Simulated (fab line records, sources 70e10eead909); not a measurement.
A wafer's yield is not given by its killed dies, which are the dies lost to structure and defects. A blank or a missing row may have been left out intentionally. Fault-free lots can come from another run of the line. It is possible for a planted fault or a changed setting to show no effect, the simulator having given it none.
Code-filled problem report in 8D (eight disciplines) form :: flow nand-harc :: the parts of the form that need people (team, actions taken, sign-off) are left out

== 1. THE ISSUE ==
At NHARC_A_CHANNEL_HOLE_D2_XSEM_32, bow-nm averages 11.72 nm over 3 wafers from 2 lots, while fault-free wafers read 8.63 nm, standard deviation 0.27. That is +11 standard deviations from the usual mean.
First seen on wafer L872.3, day 18 06:29, on xsem-01. At this step, 33 wafers from 11 lots have a number in the record. Rule for "out", or "out of limits": more than 4 standard deviations from the usual mean. The other wafers with a number count as sound.

== 2. WHAT IT IS, WHAT IT ISN'T ==
question: which readings at this step
is: bow-nm
is not: bot-cd-nm, tilt-deg

question: which lots
is: L872, L873
is not: L861, L863, L864, L877, L879, L880, L881, L882, L883

question: which wafers of those lots
is: L872.3, L873.1, L873.4
is not: L872.2, L872.6, L873.3

question: read on which tools
is: xsem-01
is not: xsem-02

question: when
is: from day 18 06:29
is not: up to then (11 sound wafers); but 19 sound wafers of L873, L877, L879, L880, L881, L882, L883 came after

== 3. THE SUSPECTS, EACH WITH WHAT RULES IT OUT ==
Counting: a tool at a process step up to the reading stays a suspect if it ran every lot that is out. Sound lots after the first of them don't rule it out here, since some wafers of a struck lot are sound.
- har-etch-02 at NHARC_A_CHANNEL_HOLE_D2_ETCH_20 (etches the open film in C4F8/O2/Ar, time 361.9 s, target depth 1600 nm): kept. Ran every lot that is out, first one L872 (day 18 00:58); last sound lot up to then L863 (day 14 03:13).
- har-etch-02 at NHARC_A_CHANNEL_HOLE_D2_ETCH_21 (etches the open film in C4F8/O2/Ar, time 514.3 s, target depth 1600 nm): kept. Ran every lot that is out, first one L872 (day 18 01:17); last sound lot up to then L863 (day 14 03:32).
- har-etch-02 at NHARC_A_CHANNEL_HOLE_D2_ETCH_25 (etches the open film in C4F8/O2/Ar, time 1040.2 s, target depth 1500 nm): kept. Ran every lot that is out, first one L872 (day 18 03:46); last sound lot up to then L863 (day 14 06:01).
- xsem-01 at NHARC_A_CHANNEL_HOLE_D2_XSEM_32: kept. Ran every lot that is out, first one L872 (day 18 06:29); last sound lot up to then L863 (day 14 08:52). Its own readings are out on those wafers: bow-nm.
- Within har-etch-02 at NHARC_A_CHANNEL_HOLE_D2_ETCH_20: the wafers that are out ran in chamber 0; their sound lot-mates ran in chamber 1.
- Within har-etch-02 at NHARC_A_CHANNEL_HOLE_D2_ETCH_21: the wafers that are out ran in chamber 0; their sound lot-mates ran in chamber 1.
- Within har-etch-02 at NHARC_A_CHANNEL_HOLE_D2_ETCH_25: the wafers that are out ran in chamber 0; their sound lot-mates ran in chamber 1.
Left after counting: har-etch-02 at NHARC_A_CHANNEL_HOLE_D2_ETCH_20, har-etch-02 at NHARC_A_CHANNEL_HOLE_D2_ETCH_21, har-etch-02 at NHARC_A_CHANNEL_HOLE_D2_ETCH_25, xsem-01 at NHARC_A_CHANNEL_HOLE_D2_XSEM_32.

== 4. THE CAUSE (what the simulator had put in) ==
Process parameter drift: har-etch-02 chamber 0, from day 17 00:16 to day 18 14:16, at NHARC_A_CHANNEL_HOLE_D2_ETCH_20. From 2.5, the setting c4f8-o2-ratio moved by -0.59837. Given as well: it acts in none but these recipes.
This tool is one of the 4 suspects left after counting.

== 5. THE CHAIN OF EFFECTS, in route order ==
Rows list readings where the struck wafers' mean (over those with a number) sits beyond 3 standard deviations from the usual. Only readings for which the record gives a usual standard deviation are gone through. hours: the time from each lot's start at the first step in this table that gives one to its start at this step, as a median over the lots. sigmas: the change in usual standard deviations.
hours: 0
step: NHARC_A_CHANNEL_HOLE_D2_XSEM_32
reading: bow-nm
usual: 8.63 nm
on struck wafers: 11.72
change: +3.09
sigmas: +11
Process steps it contains:
- NHARC_A_CHANNEL_HOLE_D2_XSEM_32

== 6. WHAT WOULD HAVE CAUGHT IT SOONER ==
First out-of-limits reading in this record: day 18 06:29, which is 30 hours after fault onset at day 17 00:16.
An alarm limit of 4 standard deviations would not have fired on the tool readings at NHARC_A_CHANNEL_HOLE_D2_ETCH_20 for which the record gives a usual standard deviation, since none of them was out on any struck wafer.
By day 18 06:29 the whole set of lots that are out, 2 in number, had already begun NHARC_A_CHANNEL_HOLE_D2_ETCH_20 on har-etch-02. None of them would have been spared by holding the tool at that moment.
